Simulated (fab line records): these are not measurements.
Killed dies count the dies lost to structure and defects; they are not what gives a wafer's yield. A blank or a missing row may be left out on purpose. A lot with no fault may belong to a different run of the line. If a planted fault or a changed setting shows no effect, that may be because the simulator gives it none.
fab line records -- flow nandHarc
record: lots: 6, wafers: 18, lastDay: 24
route steps=1159 shown A_CONTACT@948 END@1159
lots that met no fault: from a run of the same line without faults
startH: hours from the record's first day to the start of the lot's first wafer shown -- waitH: hours since the lot's step before -- " as in the row above -- L1.1+2: a single row standing in for several wafers -- - no value present, or no start provided -- * or withheld: withheld -- < > ~ a bound
route shown NAME@n: names a module that has steps shown in the file, with the first one's number in the route -- usual: average and standard deviation across the fault-free wafers -- same: alike in all rows -- chamber/n: place in a boat -- sites: per-site readings -- _std_site: the standard deviation of these -- _edge_site: the outer-site mean with the inner-site mean subtracted -- radiusMm: for every site, how far away it sits from the centre of the wafer -- mask NAME#n: copy n -- behind: the last tool/chamber to shape the wafer -- hold: the reason the lot was held/the length of the hold in hours/how it ended -- device: transistor that didn't switch, given as n, p or np -- end of line: at the end of the route, the tests of the same wafers -- a step without rows: its recipe alone -- killed: dies lost to structure and defects at the first sort, not the wafer's yield -- map: the dies of a wafer, with x for killed, . for not killed, _ for no die there
set.NAME: the setting the step ran with; set.NAME@STEP: the setting that earlier step ran with -- model.NAME: the simulator's own value behind a step, which no gauge read
certain route steps with their lots: each step a table, each wafer a row
services: the hour from which a tool's chamber was out of use, counted from the record's first day as startH (under 0 if before that day), plus the number of hours and why
== steps ==
step: NHARC_A_CONTACT_ETCH_139
recipe: sourceW: withheld, pressureMtorr: 20, biasV: 400, timeS: 137, targetDepthA: 5900, arFlowSccm: withheld, c4f8FlowSccm: 11.5, o2FlowSccm: 7.2, chemistry: C4F8/O2/Ar
step: NHARC_A_CONTACT_ETCH_92
recipe: targetDepthA: 400, overEtchFrac: 0.5, timeS: 85.7, ionEnergyEv: 120, ch3fFlowSccm: 50, o2FlowSccm: 30, arFlowSccm: 200, rfW: 500, biasW: 100, chemistry: CH3F/O2
usual: drypumpMotorCurrentA: 6.0/0.37, oesProductAu: 0.95/0.032, rfVppV: 245.1/1.5, showerheadPlenumPTorr: 2.51/0.093, throttleValvePct: 20.662/0.009
lot.wafer,tool,chamber,startH,waitH,drypumpMotorCurrentA,oesProductAu,rfHoursCounterH,rfVppV,showerheadPlenumPTorr,throttleValvePct
L110.2,rieDiel-11,0,392.92,0.3,6.0,1.00,7,244.7,2.50,20.676
L110.1,rieDiel-11,1,392.92,0.3,6.2,1.01,7,245.9,2.54,20.665
L110.4,rieDiel-11,2,392.92,0.3,5.8,1.00,6,243.3,2.43,20.670
L112.2,rieDiel-11,0,398.52,0.4,6.0,0.93,8,244.0,2.50,20.663
L112.3,rieDiel-11,2,398.52,0.4,5.8,0.93,8,244.5,2.43,20.652
L112.6,rieDiel-11,0,398.52,0.4,6.0,0.93,-,244.0,2.50,20.673
L114.1,rieDiel-05,2,414.18,0.4,6.2,0.94,13,245.0,2.53,20.663
L114.5,rieDiel-05,2,414.18,0.4,6.2,0.93,-,244.7,2.53,20.665
L114.6,rieDiel-05,3,414.18,0.4,5.9,0.93,-,245.3,2.59,20.659
L121.3,rieDiel-11,0,453.68,0.3,6.0,0.92,25,244.0,2.49,20.668
L121.5,rieDiel-11,3,453.68,0.3,6.5,0.94,-,241.8,2.28,20.657
L121.6,rieDiel-11,0,453.68,0.3,6.0,0.93,-,244.2,2.49,20.661
L120.1,rieDiel-11,0,458.72,0.4,6.0,0.93,28,243.9,2.49,20.679
L120.2,rieDiel-11,1,458.72,0.4,6.2,0.94,30,245.3,2.53,20.641
L120.5,rieDiel-11,1,458.72,0.4,6.2,0.94,-,245.9,2.53,20.665
L130.2,rieDiel-08,3,515.99,0.4,5.5,0.92,14,243.9,2.35,20.666
L130.6,rieDiel-08,3,515.99,0.4,5.5,0.92,-,244.0,2.35,20.649
L130.5,rieDiel-08,0,515.99,0.4,6.2,0.92,-,244.2,2.52,20.678
step: NHARC_A_CONTACT_ETCH_98
recipe: targetDepthA: 200, overEtchFrac: 0.5, timeS: 10, ionEnergyEv: 250, c4f6FlowSccm: 25, o2FlowSccm: 20, arFlowSccm: 500, rfW: 600, biasW: 500, chemistry: C4F6/O2
usual: drypumpMotorCurrentA: 6.0/0.37, oesProductAu: 0.965/0.024, rfVppV: 548.9/2.7, showerheadPlenumPTorr: 4.02/0.13, throttleValvePct: 26.904/0.0094
lot.wafer,tool,chamber,startH,waitH,drypumpMotorCurrentA,oesProductAu,rfHoursCounterH,rfVppV,showerheadPlenumPTorr,throttleValvePct
L110.1,rieDiel-11,1,-,-,6.2,1.016,7,548.8,4.04,26.910
L110.2,rieDiel-11,2,-,-,5.9,1.002,6,545.3,3.88,26.902
L110.4,rieDiel-11,3,-,-,6.5,1.016,6,541.9,3.67,26.909
L112.3,rieDiel-11,0,-,-,6.0,0.952,8,548.0,3.99,26.898
L112.2,rieDiel-11,2,-,-,5.8,0.943,8,547.1,3.88,26.922
L112.6,rieDiel-11,0,-,-,6.0,0.954,-,550.3,3.99,26.902
L114.1,rieDiel-05,0,-,-,6.3,0.949,14,550.8,4.07,26.890
L114.6,rieDiel-05,3,-,-,5.9,0.957,-,550.6,4.11,26.928
L114.5,rieDiel-05,0,-,-,6.3,0.951,-,551.5,4.07,26.904
L121.3,rieDiel-11,1,-,-,6.2,0.970,28,549.2,4.03,26.906
L121.5,rieDiel-11,1,-,-,6.2,0.965,-,549.3,4.03,26.911
L121.6,rieDiel-11,2,-,-,5.8,0.951,-,547.1,3.87,26.900
L120.2,rieDiel-11,1,-,-,6.2,0.966,30,548.2,4.03,26.890
L120.1,rieDiel-11,2,-,-,5.8,0.945,30,546.3,3.87,26.903
L120.5,rieDiel-11,1,-,-,6.2,0.961,-,548.6,4.03,26.907
L130.2,rieDiel-08,1,-,-,5.7,0.949,14,552.9,4.22,26.898
L130.6,rieDiel-08,1,-,-,5.6,0.965,-,552.2,4.22,26.905
L130.5,rieDiel-08,2,-,-,5.3,0.963,-,550.6,4.14,26.899
step: NHARC_A_CONTACT_CD_MEAS_15
usual: cdNm: 90.0/0.56
lot.wafer,tool,chamber,startH,waitH,cdNm
L110.1,cdSem-03,-,393.14,-,89.9
L110.2,cdSem-03,-,393.14,-,89.7
L110.4,cdSem-03,-,393.14,-,90.1
L112.2,cdSem-01,-,398.74,-,89.4
L112.3,cdSem-01,-,398.74,-,89.5
L112.6,cdSem-01,-,398.74,-,89.4
L114.1,cdSem-03,-,414.39,-,90.0
L114.5,cdSem-03,-,414.39,-,89.5
L114.6,cdSem-03,-,414.39,-,90.3
L121.3,cdSem-01,-,454.00,-,89.8
L121.5,cdSem-01,-,454.00,-,90.3
L121.6,cdSem-01,-,454.00,-,90.3
L120.1,cdSem-03,-,458.94,-,89.9
L120.2,cdSem-03,-,458.94,-,90.2
L120.5,cdSem-03,-,458.94,-,90.0
L130.2,cdSem-01,-,516.25,-,90.7
L130.5,cdSem-01,-,516.25,-,90.7
L130.6,cdSem-01,-,516.25,-,91.3
step: NHARC_A_CONTACT_STRIP_107
recipe: n2FlowSccm: 150, h2FlowSccm: 150, arFlowSccm: 0, biasW: 0, chemistry: N2/H2
step: NHARC_A_CONTACT_STRIP_108
recipe: cf4FlowSccm: 100, chf3FlowSccm: 30, arFlowSccm: 0, biasW: 0, chemistry: CF4/CHF3
step: NHARC_A_CONTACT_STRIP_109
recipe: o2FlowSccm: 400, cosFlowSccm: 20, arFlowSccm: 0, biasW: 0, chemistry: O2/COS
step: NHARC_A_CONTACT_ETCH_110
recipe: targetDepthA: 500, overetchA: 50, timeS: 27.5, ionEnergyEv: 100, cf4FlowSccm: 80, o2FlowSccm: 20, arFlowSccm: 0, rfW: 300, biasW: 100, chemistry: CF4/O2
usual: drypumpMotorCurrentA: 6.0/0.38, oes_f_703_au: 0.999/0.0043, oesProductAu: 1.004/0.007, rfVppV: 198.3/1.3, showerheadPlenumPTorr: 1.36/0.05, throttleValvePct: 13.396/0.0087
lot.wafer,tool,chamber,startH,waitH,drypumpMotorCurrentA,oes_f_703_au,oesProductAu,rfHoursCounterH,rfVppV,showerheadPlenumPTorr,throttleValvePct
L110.1,rieDiel-11,3,393.56,0.1,6.5,0.996,1.012,6,196.0,1.24,13.405
L110.4,rieDiel-11,0,393.56,0.1,6.0,1.000,1.007,7,198.9,1.36,13.405
L110.2,rieDiel-11,2,393.56,0.1,5.8,0.996,1.000,7,198.3,1.32,13.407
L112.3,rieDiel-11,3,399.03,0.1,6.5,0.997,1.001,8,196.4,1.24,13.390
L112.2,rieDiel-11,2,399.03,0.1,5.8,0.995,0.994,8,198.7,1.32,13.401
L112.6,rieDiel-11,0,399.03,0.1,6.0,0.998,1.003,-,198.5,1.36,13.408
L114.1,rieDiel-05,1,414.69,0.0,5.3,1.005,1.001,13,199.8,1.40,13.384
L114.6,rieDiel-05,1,414.69,0.0,5.3,0.996,0.998,-,197.8,1.40,13.407
L114.5,rieDiel-05,2,414.69,0.0,6.2,0.995,1.000,-,196.1,1.37,13.406
L121.3,rieDiel-08,1,454.43,0.1,5.6,1.009,1.003,57,195.8,1.24,13.391
L121.5,rieDiel-08,2,454.43,0.1,5.3,0.989,1.006,-,198.8,1.42,13.400
L121.6,rieDiel-08,3,454.43,0.1,5.5,0.996,0.994,-,196.6,1.28,13.399
L120.1,rieDiel-11,1,459.23,0.0,6.2,1.004,1.007,30,197.4,1.37,13.396
L120.2,rieDiel-11,0,459.23,0.0,6.0,0.995,1.006,28,198.9,1.35,13.399
L120.5,rieDiel-11,2,459.23,0.0,5.8,0.999,1.000,-,197.0,1.31,13.408
L130.2,rieDiel-05,2,516.56,0.1,6.2,1.005,1.003,32,198.1,1.37,13.376
L130.6,rieDiel-05,3,516.56,0.1,5.9,0.996,1.003,-,199.8,1.40,13.396
L130.5,rieDiel-05,0,516.56,0.1,6.3,0.994,0.998,-,199.4,1.39,13.408
step: NHARC_A_CONTACT_STRIP_26
recipe: o2FlowSccm: 500, arFlowSccm: 0, biasW: 0, chemistry: O2
usual: drypumpMotorCurrentA: 6.0/0.37, oesProductAu: 1.005/0.0073, rfVppV: 58.1/0.82, showerheadPlenumPTorr: 3.60/0.12, throttleValvePct: 17.035/0.0085
lot.wafer,tool,chamber,startH,waitH,drypumpMotorCurrentA,oesProductAu,rfHoursCounterH,rfVppV,showerheadPlenumPTorr,throttleValvePct
L110.4,rieDiel-11,3,-,-,6.5,0.998,6,57.9,3.30,17.020
L110.1,rieDiel-11,1,-,-,6.2,1.006,7,60.0,3.64,17.032
L110.2,rieDiel-11,2,-,-,5.9,0.990,7,58.2,3.49,17.036
L112.2,rieDiel-11,0,-,-,6.0,0.989,8,57.9,3.59,17.021
L112.3,rieDiel-11,2,-,-,5.8,0.998,8,57.7,3.49,17.041
L112.6,rieDiel-11,0,-,-,6.0,1.005,-,59.5,3.59,17.036
L114.1,rieDiel-05,3,-,-,6.0,1.010,14,58.7,3.70,17.040
L114.5,rieDiel-05,0,-,-,6.3,1.014,-,58.9,3.67,17.042
L114.6,rieDiel-05,1,-,-,5.3,1.016,-,57.6,3.70,17.052
L121.3,rieDiel-08,2,-,-,5.4,0.997,57,57.1,3.74,17.046
L121.6,rieDiel-08,0,-,-,6.2,1.000,-,58.1,3.62,17.038
L121.5,rieDiel-08,1,-,-,5.6,0.991,-,56.5,3.28,17.043
L120.2,rieDiel-11,1,-,-,6.2,1.020,30,57.1,3.62,17.047
L120.1,rieDiel-11,2,-,-,5.9,0.987,30,57.1,3.48,17.043
L120.5,rieDiel-11,0,-,-,6.0,1.001,-,57.5,3.57,17.037
L130.2,rieDiel-05,3,-,-,5.9,0.994,26,57.7,3.70,17.030
L130.5,rieDiel-05,3,-,-,5.9,0.993,-,57.6,3.70,17.032
L130.6,rieDiel-05,0,-,-,6.4,1.016,-,58.8,3.65,17.027
step: NHARC_A_CONTACT_STRIP_27
recipe: timeS: 600, tempC: 30, chemistry: postEtchResidueRemover
step: NHARC_A_CONTACT_ALD_18
recipe: targetThkA: 30, pulseTimeS: 1, aldCycles: 150, tempC: 450, material: TiN
usual: heaterPowerW: 1132/91, precursorPulseHeightRel: 1.000/0.021
lot.wafer,tool,chamber,startH,waitH,heaterPowerW,precursorPulseHeightRel
L110.1,aldMetal-03,3,394.21,-,1041,1.023
L110.2,aldMetal-03,0,394.21,-,1046,0.965
L110.4,aldMetal-03,1,394.21,-,1061,0.977
L112.3,aldMetal-03,1,399.67,-,1057,0.977
L112.2,aldMetal-03,2,399.67,-,1144,1.002
L112.6,aldMetal-03,2,399.67,-,1169,1.036
L114.1,aldMetal-01,0,415.35,-,1137,1.005
L114.5,aldMetal-01,0,415.35,-,1119,1.006
L114.6,aldMetal-01,1,415.35,-,971,0.976
L121.3,aldMetal-01,2,455.08,-,1079,0.981
L121.5,aldMetal-01,1,455.08,-,957,1.016
L121.6,aldMetal-01,2,455.08,-,1066,1.022
L120.1,aldMetal-04,1,459.90,-,1239,1.018
L120.2,aldMetal-04,3,459.90,-,1102,1.011
L120.5,aldMetal-04,0,459.90,-,1264,1.025
L130.2,aldMetal-04,0,517.20,-,1281,1.017
L130.6,aldMetal-04,0,517.20,-,1302,1.021
L130.5,aldMetal-04,1,517.20,-,1251,0.985
step: NHARC_A_CONTACT_CVD_19
recipe: targetThkA: 3000, tempC: 300, pressureTorr: 40, wf6FlowSccm: 40, h2FlowSccm: 1600, arFlowSccm: 1560, timeS: 802, material: W
step: NHARC_A_CONTACT_CMP_20
recipe: tOverpolishS: 30, targetThkNm: 300
usual: motorCurrentA: 12.6/1.1, overpolishRunS: 29.999/0.0093, timeToEndpointS: 60.7/2.2
lot.wafer,tool,chamber,startH,waitH,motorCurrentA,overpolishRunS,timeToEndpointS
L110.2,cmp-02,1,401.50,0.8,10.2,30.003,60.1
L110.1,cmp-02,2,401.50,0.8,13.5,30.013,60.7
L110.4,cmp-02,0,401.50,0.8,11.9,30.016,60.9
L112.3,cmp-04,0,403.43,0.4,11.9,29.990,62.0
L112.2,cmp-04,3,403.43,0.4,13.5,29.992,62.0
L112.6,cmp-04,1,403.43,0.4,14.1,29.995,61.6
L114.1,cmp-02,0,416.43,0.6,11.7,29.991,33.9
L114.6,cmp-02,0,416.43,0.6,12.1,30.000,60.6
L114.5,cmp-02,1,416.43,0.6,10.4,30.014,31.7
L121.3,cmp-01,3,456.20,0.4,12.1,29.992,60.3
L121.5,cmp-01,1,456.20,0.4,14.8,30.006,63.7
L121.6,cmp-01,2,456.20,0.4,13.1,30.004,63.8
L120.2,cmp-02,0,461.08,0.8,12.1,30.004,60.4
L120.1,cmp-02,2,461.08,0.8,13.5,29.999,30.8
L120.5,cmp-02,3,461.08,0.8,12.8,29.997,32.1
L130.2,cmp-01,2,524.06,0.8,13.1,30.001,61.0
L130.5,cmp-01,2,524.06,0.8,12.7,29.988,59.4
L130.6,cmp-01,3,524.06,0.8,12.5,29.990,60.0
step: NHARC_END_SORT_01
recipe: tempC: 25
usual: killedAtArray: 27/10, killedAtOther: 0.6/1, killedAtPeriphery: 3.4/2.7, killedDies: 31/9.7, killedOpen: 3.4/1.7, killedShort: 2.2/1.5
same: grossDies: 677
lot.wafer,tool,chamber,startH,waitH,killedAtArray,killedAtOther,killedAtPeriphery,killedDies,killedOpen,killedShort
L121.5,prober-02,0,506.04,3.7,19,0,2,21,2,2
killed by level:class
L121.5 A_STAIRCASE:chamberFilmFlake=6 A_CONTACT:chamberFilmFlake=4 A_CHANNEL_HOLE_D1:chamberFilmFlake=3 A_SLIT:chamberFilmFlake=3 P_M0:geometricParticle:short=2 A_CONTACT:geometricParticle:open=1 A_BLC:geometricParticle:open=1 A_ZERO_WELL:chamberFilmFlake=1
== services ==
tool,chamber,startH,hours,kind
rieDiel-11,0,375.51,-,clean
cmp-01,-,375.57,4.0,pm
cmp-04,-,397.31,0.6,repair
cmp-04,-,399.00,4.0,pm
cmp-02,-,399.22,1.4,repair
cmp-04,-,414.31,3.6,repair
aldMetal-01,-,418.08,0.6,repair
rieDiel-08,2,418.57,3.9,repair
aldMetal-03,2,423.43,4.2,repair
cmp-02,-,423.52,4.0,pm
aldMetal-01,1,432.42,20.5,repair
rieDiel-05,3,433.93,4.6,repair
cmp-01,-,440.55,3.1,repair
rieDiel-08,2,440.89,3.3,repair
cmp-02,-,450.43,0.4,repair
aldMetal-01,-,458.00,10.0,pm
cmp-01,-,473.57,4.0,pm
rieDiel-08,-,479.31,9.0,pm
aldMetal-03,3,480.99,26.5,repair
cmp-04,-,497.00,4.0,pm
rieDiel-05,3,497.47,16.2,repair
aldMetal-03,-,500.00,10.0,pm
rieDiel-05,-,517.74,9.0,pm
cmp-02,-,521.52,4.0,pm
== key ==
firstSign: step: NHARC_A_CONTACT_CMP_20, reading: timeToEndpointS, direction: down, sigmas: 13, usual: *, struck: *
effect none on later readings
metAt NHARC_A_CONTACT_CMP_20
struckWafers L114.1,L114.5,L120.1,L120.5
testerLeftOut L114,L120
onsetBetween 401.50 416.43
fault: kind: processParameterDrift, tool: cmp-02, chamber: -, onsetH: 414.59, steps: NHARC_A_CONTACT_CMP_20, channel: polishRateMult, offset: 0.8, shape: step, endH: 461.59, scope: struckWafersOnly
testerLeftOut: of these lots the tester's yield and bins aren't shown, on N5 and GAA mostly nor the transistor test; their killed dies are dies lost to structure and defects alone, not to doping, threshold or leakage, so they don't give the yield
